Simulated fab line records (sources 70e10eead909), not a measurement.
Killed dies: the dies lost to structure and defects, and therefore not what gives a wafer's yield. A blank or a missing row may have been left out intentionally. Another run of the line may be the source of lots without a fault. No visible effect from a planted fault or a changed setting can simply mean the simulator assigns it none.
Chamber matching / flow nand-harc / rie-diel-03 running NHARC_A_CHANNEL_HOLE_D1_DESCUM_15: 4 sister chambers
The step chemistry O2, time 3 s. 8 wafers are shown with their chamber, then 11 later ones without.

== WAFERS WITH THEIR CHAMBER ==
wafer=L076.3; chamber=0; drypump-motor-current-A (A)=5.6; rf-vpp-V (V)=57.6
wafer=L078.3; chamber=0; drypump-motor-current-A (A)=5.6; rf-vpp-V (V)=57.3
wafer=L084.1; chamber=2; drypump-motor-current-A (A)=6.3; rf-vpp-V (V)=56.3
wafer=L084.3; chamber=1; drypump-motor-current-A (A)=5.8; rf-vpp-V (V)=56.9
wafer=L084.4; chamber=2; drypump-motor-current-A (A)=6.3; rf-vpp-V (V)=57.8
wafer=L088.3; chamber=1; drypump-motor-current-A (A)=5.9; rf-vpp-V (V)=57.4
wafer=L088.5; chamber=3; drypump-motor-current-A (A)=6.1; rf-vpp-V (V)=57.4
wafer=L087.1; chamber=3; drypump-motor-current-A (A)=6.1; rf-vpp-V (V)=57.7

== WAFERS MISSING THEIR CHAMBER ==
wafer=L087.2; drypump-motor-current-A (A)=5.8; rf-vpp-V (V)=57.6
wafer=L087.3; drypump-motor-current-A (A)=6.3; rf-vpp-V (V)=58.4
wafer=L087.4; drypump-motor-current-A (A)=6.2; rf-vpp-V (V)=57.6
wafer=L087.5; drypump-motor-current-A (A)=5.8; rf-vpp-V (V)=57.9
wafer=L087.6; drypump-motor-current-A (A)=6.1; rf-vpp-V (V)=56.5
wafer=L095.2; drypump-motor-current-A (A)=5.8; rf-vpp-V (V)=56.6
wafer=L095.4; drypump-motor-current-A (A)=5.7; rf-vpp-V (V)=57.5
wafer=L095.5; drypump-motor-current-A (A)=5.8; rf-vpp-V (V)=59.0
wafer=L097.1; drypump-motor-current-A (A)=5.8; rf-vpp-V (V)=57.9
wafer=L097.5; drypump-motor-current-A (A)=5.8; rf-vpp-V (V)=57.0
wafer=L097.6; drypump-motor-current-A (A)=5.6; rf-vpp-V (V)=57.2

== CHAMBER TAKEN BY EACH ==
wafer=L087.2; from the rows above=1; in truth=1
wafer=L087.3; from the rows above=2; in truth=2
wafer=L087.4; from the rows above=can't be placed: 3 or 2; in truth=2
wafer=L087.5; from the rows above=1; in truth=1
wafer=L087.6; from the rows above=3; in truth=3
wafer=L095.2; from the rows above=1; in truth=1
wafer=L095.4; from the rows above=can't be placed: 0 or 1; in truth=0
wafer=L095.5; from the rows above=1; in truth=1
wafer=L097.1; from the rows above=1; in truth=1
wafer=L097.5; from the rows above=1; in truth=1
wafer=L097.6; from the rows above=0; in truth=0
Correctly placed: 9 of 11. Not placeable from these rows: 2 (in 2, the candidates include the true chamber). Wrongly placed: 0.
How it was worked out, from the rows above alone: a wafer's distance from a chamber is the root of the sum, over the readings, of the square of ((its reading less the chamber's mean) divided by the reading's scatter). If the next closest chamber is less than 2 further off than the closest, the wafer can't be placed; otherwise it belongs to the closest. The mean given for a chamber averages the wafers shown for that chamber. The scatter: take each reading less its chamber's mean, square it, sum over the shown wafers, divide by the number of wafers less the number of chambers, and take the root.
